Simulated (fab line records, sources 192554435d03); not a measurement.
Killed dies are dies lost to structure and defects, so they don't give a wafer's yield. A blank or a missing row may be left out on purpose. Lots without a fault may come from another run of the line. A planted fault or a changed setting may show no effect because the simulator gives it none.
fab line records | flow n5_finfet
record lots=24 wafers=72 last_day=20
route steps=1938 shown BEOL_M8@1333
lots that met no fault: from a run of the same line without faults
start_h: hours from the record's first day to the start of the lot's first wafer shown | wait_h: hours since the lot's step before | " the same as in the row above | L1.1+2: a row that stands for several wafers | - no value, or no start given | * or withheld: withheld | < > ~ a bound
route shown NAME@n: a module of which the file shows steps, and the number in the route of the first | usual: mean/standard deviation of fault-free wafers | same: alike in all rows | chamber/n: place in a boat | sites: the reading at each site | _std_site: their standard deviation | _edge_site: outer sites' mean less inner sites' | radius_mm: how far each site lies from the wafer's centre | mask NAME#n: copy n | behind: the tool/chamber that last shaped the wafer | hold: why the lot was held/for how many hours/how that ended | device: the transistor (n, p or np) that didn't switch | end of line: the same wafers' tests at the end of the route | a step without rows: its recipe alone | killed: dies lost to structure and defects at the first sort, not the wafer's yield | map: a wafer's dies, x killed, . not, _ none there
set.NAME: the setting as run; set.NAME@STEP: as run at that earlier step | model.NAME: the simulator's own value behind a step, which no gauge read
steps of the route over a sample of lots; a table a step, a row a wafer
services: from which hour (start_h, from the record's first day; less than 0 if before it) a tool's chamber was out of use, for how many hours, and why
## steps
# step N5_BEOL_M8_CURE_74
# recipe temp_c=385 time_s=240 ambient=He/Ar material=SiCOH_lowk
# usual lamp_power_pct=52.31/0.057 wafer_temp_C_max=387.0/0.98
# columns lot.wafer tool chamber start_h wait_h lamp_power_pct wafer_temp_C_max
L075.1 uv_cure-03 2 239.14 0.0 52.40 386.4
L075.5 " 2 " " 52.28 386.2
L075.6 " 2 " " 52.34 386.0
L074.1 uv_cure-01 1 266.68 0.0 52.32 387.8
L074.3 " 1 " " 52.39 387.8
L074.5 " 1 " " 52.19 387.9
L076.1 uv_cure-02 1 268.15 0.0 52.33 387.3
L076.3 " 1 " " 52.41 387.3
L076.4 " 1 " " 52.37 387.5
L077.2 uv_cure-01 2 279.44 0.2 52.29 386.0
L077.5 " 2 " " 52.38 386.2
L077.6 " 2 " " 52.28 385.8
L078.2 uv_cure-01 0 287.72 0.4 52.31 387.0
L078.3 " 0 " " 52.21 387.2
L078.6 " 0 " " 52.29 387.2
L083.1 uv_cure-02 2 290.53 0.0 52.24 386.9
L083.4 " 2 " " 52.32 386.5
L083.5 " 2 " " 52.37 386.9
L079.1 uv_cure-03 2 304.14 0.0 52.33 386.0
L079.5 " 2 " " 52.29 385.7
L079.6 " 2 " " 52.33 386.5
L081.4 uv_cure-02 0 309.44 0.3 52.41 387.6
L081.5 " 0 " " 52.27 387.8
L081.6 " 0 " " 52.30 387.1
L084.1 uv_cure-02 1 313.28 0.0 52.30 387.1
L084.3 " 1 " " 52.33 387.5
L084.5 " 1 " " 52.26 387.3
L082.2 uv_cure-03 0 317.99 0.1 52.28 386.2
L082.3 " 0 " " 52.37 386.9
L082.6 " 0 " " 52.33 387.0
L085.4 uv_cure-03 2 318.63 0.3 52.34 386.5
L085.5 " 2 " " 52.37 385.6
L085.6 " 2 " " 52.33 386.0
L080.1 uv_cure-01 0 329.03 0.0 52.25 386.6
L080.4 " 0 " " 52.26 386.1
L080.6 " 0 " " 52.20 386.8
L087.2 uv_cure-01 2 340.05 0.1 52.28 385.8
L087.4 " 2 " " 52.41 386.1
L087.6 " 2 " " 52.25 386.1
L086.3 uv_cure-02 0 350.81 0.2 52.27 388.1
L086.4 " 0 " " 52.35 387.5
L086.5 " 0 " " 52.35 388.2
L088.3 uv_cure-03 2 353.73 0.2 52.35 386.5
L088.5 " 2 " " 52.32 386.3
L088.6 " 2 " " 52.39 385.9
L089.2 uv_cure-02 0 353.73 0.1 52.25 387.4
L089.3 " 0 " " 52.27 388.6
L089.5 " 0 " " 52.20 388.0
L093.1 uv_cure-01 0 353.84 0.0 52.25 386.6
L093.2 " 0 " " 52.26 387.0
L093.4 " 0 " " 52.33 386.5
L090.1 uv_cure-03 2 354.05 0.2 52.34 386.3
L090.4 " 2 " " 52.30 385.8
L090.6 " 2 " " 52.36 386.1
L092.3 uv_cure-02 1 355.37 0.2 52.37 387.4
L092.5 " 1 " " 52.23 387.6
L092.6 " 1 " " 52.29 387.4
L091.1 uv_cure-01 1 376.10 0.1 52.41 388.5
L091.2 " 1 " " 52.23 389.3
L091.6 " 1 377.70 1.6 52.35 388.7
L094.2 uv_cure-03 2 377.98 0.1 52.29 386.6
L094.3 " 2 " " 52.42 386.0
L094.6 " 2 " " 52.24 386.1
L095.2 uv_cure-03 2 395.33 0.2 52.35 386.7
L095.5 " 2 " " 52.42 386.3
L095.6 " 2 " " 52.32 385.9
L097.2 uv_cure-02 0 396.39 0.1 52.27 389.5
L097.3 " 0 " " 52.34 387.2
L097.5 " 0 " " 52.32 387.7
L096.1 uv_cure-01 1 400.19 0.1 52.43 388.8
L096.2 " 1 " " 52.37 387.8
L096.4 " 1 " " 52.34 387.9
# step N5_BEOL_M8_HM_OPEN_17
# recipe chemistry=Cl2/BCl3 target_depth_a=200 overetch_a=60 target=TiN mask_material=SOC ion_energy_ev=150 pressure_mtorr=10 icp_w=1000 bias_w=126 Cl2_flow_sccm=53.25 bcl3_flow_sccm=21.75 Ar_flow_sccm=25
# usual bcl3_flow_sccm=21.75/0.055 drypump_motor_current_A=5.8/0.51 oes_product_au=0.66/0.076 throttle_valve_pct=22.01/0.18
# columns lot.wafer tool chamber start_h wait_h bcl3_flow_sccm drypump_motor_current_A oes_product_au rf_hours_counter_h throttle_valve_pct
L075.1 rie_metal-02 0 240.93 0.0 21.69 6.2 0.65 40 21.96
L075.5 " 0 " " 21.71 6.2 0.65 - 21.95
L075.6 " 0 " " 21.73 6.2 0.65 - 21.97
L074.1 rie_metal-01 1 268.69 0.0 21.76 5.1 0.55 104 22.19
L074.3 " 1 " " 21.76 5.2 0.56 - 22.20
L074.5 " 0 " " 21.77 6.1 0.75 - 21.91
L076.1 rie_metal-02 0 272.96 0.0 21.77 6.2 0.64 43 21.97
L076.3 " 0 " " 21.73 6.2 0.64 - 21.95
L076.4 " 0 " " 21.77 6.2 0.64 - 21.96
L077.2 rie_metal-01 0 284.13 0.0 21.76 6.1 0.76 10 21.91
L077.5 " 1 " " 21.68 5.1 0.55 - 22.20
L077.6 " 0 " " 21.71 6.1 0.74 - 21.92
L078.2 rie_metal-01 1 289.42 0.0 21.71 5.2 0.56 106 22.20
L078.3 " 1 " " 21.68 5.1 0.55 - 22.20
L078.6 " 1 " " 21.72 5.2 0.55 - 22.20
L083.1 rie_metal-02 1 296.33 0.0 21.73 6.2 0.64 50 21.91
L083.4 " 1 " " 21.74 6.2 0.64 - 21.93
L083.5 " 0 " " 21.76 6.2 0.63 - 21.98
L079.1 rie_metal-01 0 306.74 0.0 21.81 6.2 0.73 14 21.94
L079.5 " 1 " " 21.77 5.2 0.54 - 22.21
L079.6 " 0 " " 21.80 6.1 0.74 - 21.95
L081.4 rie_metal-01 1 311.05 0.1 21.67 5.2 0.54 - 22.21
L081.5 " 0 " " 21.86 6.1 0.73 - 21.92
L081.6 " 1 " " 21.76 5.1 0.54 - 22.22
L084.1 rie_metal-03 1 316.19 0.0 21.68 5.5 0.70 25 22.42
L084.3 " 0 " " 21.70 4.9 0.74 - 21.67
L084.5 " 0 " " 21.63 4.9 0.73 - 21.69
L082.2 rie_metal-01 0 321.00 0.0 21.75 6.1 0.72 15 21.94
L082.3 " 0 " " 21.75 6.1 0.71 - 21.94
L082.6 " 1 " " 21.76 5.1 0.54 - 22.22
L085.4 rie_metal-01 0 321.40 0.1 21.75 6.1 0.72 - 21.93
L085.5 " 1 " " 21.80 5.2 0.54 - 22.21
L085.6 " 0 " " 21.75 6.1 0.72 - 21.95
L080.1 rie_metal-01 0 332.43 0.0 21.76 6.1 0.73 16 21.92
L080.4 " 1 " " 21.71 5.2 0.54 - 22.20
L080.6 " 1 " " 21.78 5.2 0.54 - 22.22
L087.2 rie_metal-02 0 343.07 0.0 21.76 6.2 0.63 49 21.98
L087.4 " 0 " " 21.80 6.2 0.63 - 21.98
L087.6 " 1 " " 21.72 6.2 0.63 - 21.91
L086.3 rie_metal-03 1 353.81 0.1 21.80 5.5 0.70 - 22.41
L086.4 " 0 " " 21.72 4.9 0.74 - 21.69
L086.5 " 0 " " 21.83 4.9 0.74 - 21.69
L089.2 rie_metal-03 1 355.66 0.0 21.75 5.5 0.71 28 22.42
L089.3 " 1 " " 21.67 5.5 0.72 - 22.41
L089.5 " 0 " " 21.76 4.9 0.73 - 21.67
L088.3 rie_metal-01 1 355.67 0.1 21.79 5.1 0.83 - 21.98
L088.5 " 0 " " 21.67 6.1 0.71 - 21.93
L088.6 " 1 " " 21.84 5.2 0.83 - 21.98
L093.1 rie_metal-02 0 355.77 0.0 21.86 6.2 0.61 51 21.99
L093.2 " 1 " " 21.76 6.2 0.63 55 21.94
L093.4 " 0 " " 21.74 6.2 0.61 - 21.99
L090.1 rie_metal-01 0 355.90 0.0 21.77 6.1 0.71 20 21.96
L090.4 " 0 " " 21.84 6.1 0.70 - 21.95
L090.6 " 0 " " 21.77 6.1 0.72 - 21.92
L092.3 rie_metal-02 1 358.74 0.1 21.66 6.2 0.63 - 21.93
L092.5 " 0 " " 21.83 6.2 0.63 - 21.99
L092.6 " 1 " " 21.77 6.2 0.64 - 21.91
L091.1 rie_metal-02 0 380.60 0.0 21.69 6.2 0.62 53 21.99
L091.2 " 1 " " 21.82 6.2 0.62 57 21.94
L091.6 " 0 " " 21.70 6.2 0.62 - 21.96
L094.2 rie_metal-01 0 380.86 0.0 21.75 6.2 0.70 22 21.95
L094.3 " 1 " " 21.67 5.2 0.80 - 21.99
L094.6 " 1 " " 21.62 5.2 0.79 - 21.99
L095.2 rie_metal-02 1 397.81 0.0 21.72 6.2 0.62 58 21.93
L095.5 " 0 " " 21.79 6.2 0.62 - 21.97
L095.6 " 1 " " 21.70 6.2 0.63 - 21.92
L097.2 rie_metal-03 0 398.72 0.0 21.64 4.9 0.73 13 21.67
L097.3 " 0 " " 21.71 4.9 0.72 - 21.69
L097.5 " 0 " " 21.66 4.9 0.72 - 21.69
L096.1 rie_metal-02 0 404.39 0.0 21.66 6.2 0.61 55 22.00
L096.2 " 1 " " 21.77 6.2 0.62 59 21.93
L096.4 " 1 " " 21.73 6.2 0.62 - 21.93
# step N5_BEOL_M8_STRIP_19
# recipe chemistry=O2 power_w=400 temp_c=40 pressure_mtorr=30 rf_frequency_hz=6e+07 bias_power_w=0 overash_fraction=0.2 o2_flow_sccm=225
# usual drypump_motor_current_A=5.8/0.51 oes_product_au=0.82/0.11 rf_vpp_V=3.6/0.57 showerhead_plenum_p_Torr=2.12/0.073 throttle_valve_pct=16.68/0.26
# same bias_power_w=0
# columns lot.wafer tool chamber start_h wait_h drypump_motor_current_A oes_product_au rf_hours_counter_h rf_vpp_V showerhead_plenum_p_Torr throttle_valve_pct
L075.1 rie_diel-03 3 241.13 0.2 6.2 0.73 201 3.7 2.08 16.57
L075.5 " 0 " " 5.1 0.72 - 3.6 2.07 16.35
L075.6 " 3 " " 6.2 0.73 - 4.0 2.08 16.56
L074.1 rie_diel-01 2 268.83 0.1 5.2 0.82 91 3.9 2.12 16.88
L074.3 " 1 " " 6.5 0.91 27 3.7 2.06 16.33
L074.5 " 3 " " 5.8 0.69 - 2.8 2.07 16.91
L076.1 rie_diel-01 2 273.17 0.2 5.2 0.81 93 3.9 2.12 16.88
L076.3 " 1 " " 6.5 0.92 28 3.5 2.06 16.34
L076.4 " 0 " " 6.0 0.84 55 2.6 2.04 16.51
L077.2 rie_diel-01 2 284.28 0.1 5.2 0.81 95 3.9 2.12 16.88
L077.5 " 3 " " 5.8 0.70 - 2.5 2.07 16.90
L077.6 " 2 " " 5.2 0.82 - 3.7 2.12 16.89
L078.2 rie_diel-03 0 289.63 0.2 5.2 0.70 217 2.9 2.06 16.36
L078.3 " 3 " " 6.3 0.70 221 3.6 2.08 16.60
L078.6 " 2 " " 6.5 0.95 - 3.4 2.15 16.45
L083.1 rie_diel-03 0 296.45 0.1 5.2 0.70 219 3.1 2.06 16.37
L083.4 " 1 " " 4.8 0.82 96 3.2 2.20 16.72
L083.5 " 2 " " 6.5 0.93 - 1.8 2.15 16.46
L079.1 rie_diel-04 3 306.89 0.1 6.0 0.69 247 3.9 2.16 16.66
L079.5 " 2 " " 5.3 1.00 - 3.2 2.24 16.57
L079.6 " 1 " " 6.2 0.74 - 4.8 2.10 17.08
L081.4 rie_diel-04 2 311.13 0.1 5.3 0.98 7 4.1 2.24 16.58
L081.5 " 1 " " 6.2 0.74 - 3.2 2.10 17.10
L081.6 " 0 " " 5.8 0.68 - 4.0 1.98 16.99
L084.1 rie_diel-04 1 316.36 0.1 6.2 0.74 158 3.7 2.10 17.08
L084.3 " 0 " " 5.7 0.69 247 3.9 1.98 16.96
L084.5 " 1 " " 6.2 0.75 - 3.4 2.10 17.11
L082.2 rie_diel-04 1 321.11 0.1 6.2 0.73 160 3.3 2.10 17.08
L082.3 " 0 " " 5.8 0.68 249 3.3 1.98 16.98
L082.6 " 1 " " 6.2 0.74 - 3.7 2.10 17.11
L085.4 rie_diel-01 2 321.51 0.1 5.2 0.79 - 2.5 2.12 16.91
L085.5 " 1 " " 6.5 0.88 - 3.8 2.05 16.38
L085.6 " 3 " " 5.8 0.68 - 4.3 2.06 16.95
L080.1 rie_diel-04 2 332.54 0.1 5.3 0.95 16 3.1 2.23 16.56
L080.4 " 2 " " 5.3 0.95 - 4.0 2.23 16.56
L080.6 " 3 " " 6.0 0.99 - 3.6 2.16 16.25
L087.2 rie_diel-03 0 343.21 0.1 5.2 0.70 231 3.1 2.06 16.39
L087.4 " 1 " " 4.9 0.80 111 3.3 2.19 16.76
L087.6 " 2 " " 6.5 0.90 - 3.1 2.15 16.49
L086.3 rie_diel-03 1 353.95 0.1 4.9 0.79 115 4.3 2.19 16.74
L086.4 " 0 " " 5.2 0.68 235 2.9 2.06 16.40
L086.5 " 3 " " 6.2 0.69 - 3.7 2.07 16.63
L088.3 rie_diel-03 2 355.75 0.1 6.5 0.89 31 4.6 2.14 16.50
L088.5 " 2 " " 6.5 0.90 - 3.5 2.14 16.50
L088.6 " 3 " " 6.3 0.69 - 3.2 2.07 16.65
L089.2 rie_diel-04 0 355.77 0.1 5.8 0.96 2 4.6 2.24 16.50
L089.3 " 1 " " 6.2 0.72 174 3.0 2.09 17.12
L089.5 " 0 " " 5.8 0.97 - 4.3 2.24 16.54
L093.1 rie_diel-04 0 355.88 0.1 5.8 0.97 2 3.0 2.24 16.52
L093.2 " 1 " " 6.2 0.73 174 3.9 2.09 17.11
L093.4 " 3 " " 6.0 0.95 10 4.8 2.15 16.26
L090.1 rie_diel-04 0 356.01 0.1 5.7 0.97 2 4.1 2.24 16.53
L090.4 " 1 " " 6.2 0.73 174 3.5 2.09 17.14
L090.6 " 3 " " 6.0 0.94 - 3.5 2.15 16.25
L092.3 rie_diel-04 0 358.82 0.1 5.8 0.96 4 4.2 2.24 16.53
L092.5 " 2 " " 5.3 0.94 - 3.1 2.23 16.60
L092.6 " 1 " " 6.2 0.72 - 3.8 2.09 17.12
L091.1 rie_diel-04 3 380.71 0.1 6.0 0.91 20 3.7 2.15 16.29
L091.2 " 2 " " 5.3 0.91 35 2.7 2.23 16.63
L091.6 " 3 " " 6.0 0.92 - 3.8 2.15 16.28
L094.2 rie_diel-01 2 380.97 0.1 5.2 0.79 131 3.9 2.11 16.96
L094.3 " 3 " " 5.8 0.97 10 2.6 2.06 16.54
L094.6 " 1 " " 6.5 0.86 - 3.3 2.04 16.39
L095.2 rie_diel-01 3 397.92 0.1 5.8 0.94 17 2.7 2.05 16.55
L095.5 " 2 " " 5.2 0.78 - 3.5 2.11 16.99
L095.6 " 1 " " 6.5 0.85 - 3.9 2.04 16.42
L097.2 rie_diel-04 2 398.84 0.1 5.3 0.91 41 4.2 2.23 16.64
L097.3 " 1 " " 6.2 0.72 190 4.1 2.09 17.15
L097.5 " 0 " " 5.8 0.91 - 4.2 2.23 16.55
L096.1 rie_diel-03 2 404.58 0.2 6.5 0.87 51 3.9 2.14 16.52
L096.2 " 1 " " 4.9 0.78 135 3.2 2.18 16.79
L096.4 " 0 " " 5.2 0.67 - 3.4 2.05 16.46
# step N5_BEOL_M8_INSPECT_30
# recipe mode=adi inspect_instrument=brightfield
# usual raw_defect_count=424/110
# columns lot.wafer tool chamber start_h wait_h raw_defect_count
L075.1 defect_inspect-02 - 242.16 0.1 582
L075.5 " - " " 377
L075.6 " - " " 472
L074.1 defect_inspect-02 - 270.99 0.1 360
L074.3 " - " " 335
L074.5 " - " " 329
L076.1 defect_inspect-02 - 274.60 0.1 419
L076.3 " - " " 271
L076.4 " - " " 340
L077.2 defect_inspect-02 - 286.37 0.0 277
L077.5 " - " " 389
L077.6 " - " " 342
L078.2 defect_inspect-02 - 290.87 0.0 399
L078.3 " - " " 332
L078.6 " - " " 381
L083.1 defect_inspect-02 - 298.38 0.1 290
L083.4 " - " " 285
L083.5 " - " " 308
L079.1 defect_inspect-01 - 307.35 0.1 648
L079.5 " - " " 655
L079.6 " - " " 527
L081.4 defect_inspect-01 - 312.43 0.0 602
L081.5 " - " " 458
L081.6 " - " " 380
L084.1 defect_inspect-01 - 319.48 0.1 557
L084.3 " - " " 396
L084.5 " - " " 766
L082.2 defect_inspect-01 - 324.98 0.0 568
L082.3 " - " " 380
L082.6 " - " " 330
L085.4 defect_inspect-02 - 325.16 0.0 379
L085.5 " - " " 368
L085.6 " - " " 338
L080.1 defect_inspect-02 - 337.55 0.1 503
L080.4 " - " " 622
L080.6 " - " " 543
L087.2 defect_inspect-01 - 343.96 0.0 386
L087.4 " - " " 419
L087.6 " - " " 455
L086.3 defect_inspect-02 - 354.43 0.0 439
L086.4 " - " " 316
L086.5 " - " " 305
L088.3 defect_inspect-02 - 357.01 0.0 454
L088.5 " - " " 338
L088.6 " - " " 346
L090.1 defect_inspect-01 - 357.29 0.1 394
L090.4 " - " " 399
L090.6 " - " " 403
L089.2 defect_inspect-01 - 357.46 0.0 516
L089.3 " - " " 436
L089.5 " - " " 464
L093.1 defect_inspect-01 - 357.62 0.1 439
L093.2 " - " " 548
L093.4 " - " " 455
L092.3 defect_inspect-01 - 363.87 0.0 429
L092.5 " - " " 465
L092.6 " - " " 325
L091.1 defect_inspect-02 - 383.18 0.1 320
L091.2 " - " " 273
L091.6 " - " " 326
L094.2 defect_inspect-02 - 384.54 0.0 354
L094.3 " - " " 322
L094.6 " - " " 413
L095.2 defect_inspect-01 - 398.70 0.0 405
L095.5 " - " " 407
L095.6 " - " " 350
L097.2 defect_inspect-01 - 399.31 0.0 362
L097.3 " - " " 475
L097.5 " - " " 422
L096.1 defect_inspect-02 - 405.17 0.1 563
L096.2 " - " " 596
L096.4 " - " " 543
# step N5_BEOL_M8_ETCH_41
# recipe chemistry=CH3F/O2 target=SiCN target_depth_a=319 taper_deg=2 time_s=57.8 ion_energy_ev=120 mask_material=TiN pressure_mtorr=30 source_w=395 bias_w=75 Ar_flow_sccm=150 CH3F_flow_sccm=30 O2_flow_sccm=20
# usual drypump_motor_current_A=5.8/0.54 oes_product_au=0.82/0.1 rf_vpp_V=297.7/1.6 showerhead_plenum_p_Torr=2.02/0.067 throttle_valve_pct=16.31/0.24
# columns lot.wafer tool chamber start_h wait_h drypump_motor_current_A oes_product_au rf_hours_counter_h rf_vpp_V showerhead_plenum_p_Torr throttle_valve_pct
L075.1 rie_diel-04 2 - - 5.3 0.67 238 295.0 1.89 16.67
L075.5 " 0 " " 5.8 0.70 - 296.3 1.89 16.61
L075.6 " 1 " " 6.2 0.78 - 296.7 2.01 16.68
L074.1 rie_diel-03 3 - - 6.3 0.71 214 295.8 1.98 16.19
L074.3 " 2 " " 6.5 1.00 1 297.4 2.05 16.05
L074.5 " 1 " " 4.9 0.83 - 299.3 2.10 16.33
L076.1 rie_diel-03 3 - - 6.3 0.70 215 297.4 1.98 16.21
L076.3 " 2 " " 6.5 0.97 3 298.2 2.05 16.04
L076.4 " 1 " " 4.9 0.82 90 298.2 2.10 16.33
L077.2 rie_diel-01 2 - - 5.2 0.81 97 298.4 2.02 16.52
L077.5 " 1 " " 6.5 0.91 - 297.1 1.96 15.98
L077.6 " 0 " " 6.0 0.84 - 296.1 1.95 16.19
L078.2 rie_diel-01 2 - - 5.2 0.81 98 298.0 2.02 16.51
L078.3 " 0 " " 6.0 0.82 61 296.0 1.95 16.20
L078.6 " 2 " " 5.2 0.81 - 297.4 2.02 16.52
L083.1 rie_diel-04 2 - - 5.3 1.01 2 300.0 2.13 16.20
L083.4 " 2 " " 5.3 1.00 - 298.4 2.13 16.20
L083.5 " 3 " " 6.1 0.69 - 299.9 2.06 16.29
L079.1 rie_diel-01 0 - - 6.0 0.81 66 295.4 1.95 16.21
L079.5 " 0 " " 6.0 0.81 - 296.7 1.95 16.21
L079.6 " 3 " " 5.8 0.69 - 296.6 1.96 16.56
L081.4 rie_diel-01 3 - - 5.7 0.69 243 296.2 1.96 16.58
L081.5 " 2 " " 5.2 0.80 - 297.9 2.02 16.54
L081.6 " 1 " " 6.5 0.90 - 295.4 1.96 16.00
L084.1 rie_diel-03 2 - - 6.5 0.93 18 297.6 2.04 16.09
L084.3 " 3 " " 6.2 0.70 230 297.1 1.97 16.24
L084.5 " 3 " " 6.2 0.70 - 296.6 1.97 16.24
L082.2 rie_diel-01 1 - - 6.6 0.88 45 295.9 1.96 16.01
L082.3 " 2 " " 5.2 0.80 112 296.5 2.01 16.55
L082.6 " 1 " " 6.5 0.89 - 296.0 1.96 16.02
L085.4 rie_diel-04 2 - - 5.3 0.96 - 299.2 2.13 16.22
L085.5 " 1 " " 6.2 0.75 - 296.4 2.00 16.75
L085.6 " 0 " " 5.8 0.68 - 295.5 1.89 16.63
L080.1 rie_diel-03 1 - - 4.9 0.81 109 299.4 2.09 16.38
L080.4 " 2 " " 6.5 0.91 24 297.9 2.04 16.08
L080.6 " 3 " " 6.2 0.68 - 298.2 1.97 16.25
L087.2 rie_diel-04 2 - - 5.3 0.93 21 300.3 2.13 16.20
L087.4 " 1 " " 6.3 0.75 - 298.3 2.00 16.76
L087.6 " 3 " " 6.0 0.95 - 299.6 2.05 15.89
L086.3 rie_diel-03 2 - - 6.5 0.89 31 297.2 2.04 16.12
L086.4 " 0 " " 5.2 0.68 236 297.4 1.98 16.16
L086.5 " 2 " " 6.5 0.90 - 297.3 2.04 16.09
L088.3 rie_diel-01 1 - - 6.5 0.87 57 297.0 1.95 16.04
L088.5 " 0 " " 6.0 0.80 - 295.3 1.94 16.23
L088.6 " 3 " " 5.8 1.01 - 296.9 1.96 16.14
L090.1 rie_diel-03 3 - - 6.2 0.69 243 298.6 1.97 16.26
L090.4 " 1 " " 4.9 0.79 116 299.8 2.09 16.38
L090.6 " 2 " " 6.5 0.89 - 299.2 2.04 16.11
L089.2 rie_diel-01 2 - - 5.2 0.79 123 297.3 2.01 16.55
L089.3 " 1 " " 6.5 0.87 57 295.3 1.95 16.04
L089.5 " 3 " " 5.8 1.01 - 298.3 1.96 16.14
L093.1 rie_diel-04 3 - - 6.0 0.94 11 297.5 2.05 15.89
L093.2 " 1 " " 6.2 0.73 175 295.9 2.00 16.78
L093.4 " 0 " " 5.8 0.97 3 300.5 2.13 16.16
L092.3 rie_diel-04 2 - - 5.3 0.93 30 299.0 2.12 16.25
L092.5 " 0 " " 5.8 0.96 - 300.8 2.13 16.18
L092.6 " 1 " " 6.2 0.72 - 296.8 2.00 16.77
L091.1 rie_diel-03 1 - - 4.9 0.79 124 300.0 2.08 16.40
L091.2 " 0 " " 5.2 0.67 243 297.3 1.98 16.17
L091.6 " 1 " " 4.9 0.80 - 299.9 2.08 16.40
L094.2 rie_diel-04 3 - - 6.0 0.91 22 296.9 2.05 15.92
L094.3 " 2 " " 5.3 0.92 37 300.6 2.12 16.27
L094.6 " 0 " " 5.7 0.93 - 299.5 2.13 16.19
L095.2 rie_diel-04 1 - - 6.2 0.72 190 296.9 1.99 16.78
L095.5 " 1 " " 6.2 0.72 - 297.6 1.99 16.79
L095.6 " 0 " " 5.8 0.90 - 298.7 2.13 16.20
L097.2 rie_diel-04 0 - - 5.8 0.92 21 301.0 2.13 16.20
L097.3 " 2 " " 5.3 0.91 42 299.8 2.12 16.28
L097.5 " 1 " " 6.2 0.73 - 297.1 1.99 16.80
L096.1 rie_diel-03 1 - - 4.9 0.78 135 301.5 2.08 16.43
L096.2 " 0 " " 5.2 0.67 255 295.8 1.97 16.21
L096.4 " 2 " " 6.5 0.86 - 298.4 2.03 16.15
# step N5_BEOL_M8_SURFACE_TREAT_79
# recipe gas=Ar time_s=* ion_energy_ev=* ion_current_ma_cm2=0.5 pressure_mtorr=* ar_flow_sccm=30
# usual throttle_valve_pct=*
# columns lot.wafer tool chamber start_h wait_h throttle_valve_pct
L075.1 pvd_sputter-02 - 244.05 0.4 *
L075.5 " - " " *
L075.6 " - " " *
L074.1 pvd_sputter-02 - 274.56 1.6 *
L074.3 " - " " *
L074.5 " - " " *
L076.1 pvd_sputter-01 - 277.61 1.3 *
L076.3 " - " " *
L076.4 " - " " *
L077.2 pvd_sputter-02 - 288.65 0.2 *
L077.5 " - " " *
L077.6 " - " " *
L078.2 pvd_sputter-02 - 292.51 0.2 *
L078.3 " - " " *
L078.6 " - " " *
L083.1 pvd_sputter-03 - 300.18 0.2 *
L083.4 " - " " *
L083.5 " - " " *
L079.1 pvd_sputter-02 - 309.32 0.2 *
L079.5 " - " " *
L079.6 " - " " *
L081.4 pvd_sputter-02 - 314.50 0.4 *
L081.5 " - " " *
L081.6 " - " " *
L084.1 pvd_sputter-02 - 321.01 0.2 *
L084.3 " - " " *
L084.5 " - " " *
L085.4 pvd_sputter-02 - 327.13 0.2 *
L085.5 " - " " *
L085.6 " - " " *
L082.2 pvd_sputter-02 - 329.01 1.8 *
L082.3 " - " " *
L082.6 " - " " *
L080.1 pvd_sputter-02 - 339.15 0.2 *
L080.4 " - " " *
L080.6 " - " " *
L087.2 pvd_sputter-01 - 347.12 0.2 *
L087.4 " - " " *
L087.6 " - " " *
L086.3 pvd_sputter-01 - 357.97 0.2 *
L086.4 " - " " *
L086.5 " - " " *
L088.3 pvd_sputter-01 - 358.95 0.2 *
L088.5 " - " " *
L088.6 " - " " *
L090.1 pvd_sputter-02 - 359.03 0.2 *
L090.4 " - " " *
L090.6 " - " " *
L089.2 pvd_sputter-02 - 359.31 0.3 *
L089.3 " - " " *
L089.5 " - " " *
L093.1 pvd_sputter-01 - 359.31 0.3 *
L093.2 " - " " *
L093.4 " - " " *
L092.3 pvd_sputter-03 - 365.39 0.2 *
L092.5 " - " " *
L092.6 " - " " *
L091.1 pvd_sputter-03 - 385.08 0.2 *
L091.2 " - " " *
L091.6 " - " " *
L094.2 pvd_sputter-01 - 387.45 0.2 *
L094.3 " - " " *
L094.6 " - " " *
L095.2 pvd_sputter-01 - 400.77 0.2 *
L095.5 " - " " *
L095.6 " - " " *
L097.2 pvd_sputter-03 - 400.93 0.2 *
L097.3 " - " " *
L097.5 " - " " *
L096.1 pvd_sputter-03 - 407.07 0.2 *
L096.2 " - " " *
L096.4 " - " " *
## services
# columns tool chamber start_h hours kind
rie_diel-04 3 215.41 11.3 repair
rie_diel-01 1 219.97 25.1 repair
uv_cure-01 - 227.10 18.7 repair
rie_metal-03 1 231.67 1.6 repair
rie_metal-02 - 244.51 14.6 pm
uv_cure-01 - 261.62 2.1 pm
uv_cure-02 - 262.86 0.4 repair
uv_cure-01 - 268.04 2.8 pm
rie_diel-04 2 273.86 - clean
rie_diel-04 2 273.86 - consumable_replace:focus_ring
rie_diel-04 2 273.86 - consumable_replace:showerhead
rie_diel-04 2 273.86 18.4 scheduled_down
rie_diel-04 2 273.86 18.4 vent_cycle
rie_diel-04 0 276.34 24.4 repair
rie_metal-03 - 278.33 28.1 pm
rie_diel-04 3 315.93 - clean
rie_diel-04 3 315.93 - consumable_replace:focus_ring
rie_diel-04 3 315.93 15.1 scheduled_down
rie_diel-01 0 320.42 4.8 repair
pvd_sputter-03 - 347.98 6.3 repair
rie_diel-01 - 351.87 2.8 pm
pvd_sputter-02 - 357.28 0.6 repair
rie_metal-01 0 365.66 2.9 repair
rie_metal-03 - 380.14 2.8 pm
## key
fault none
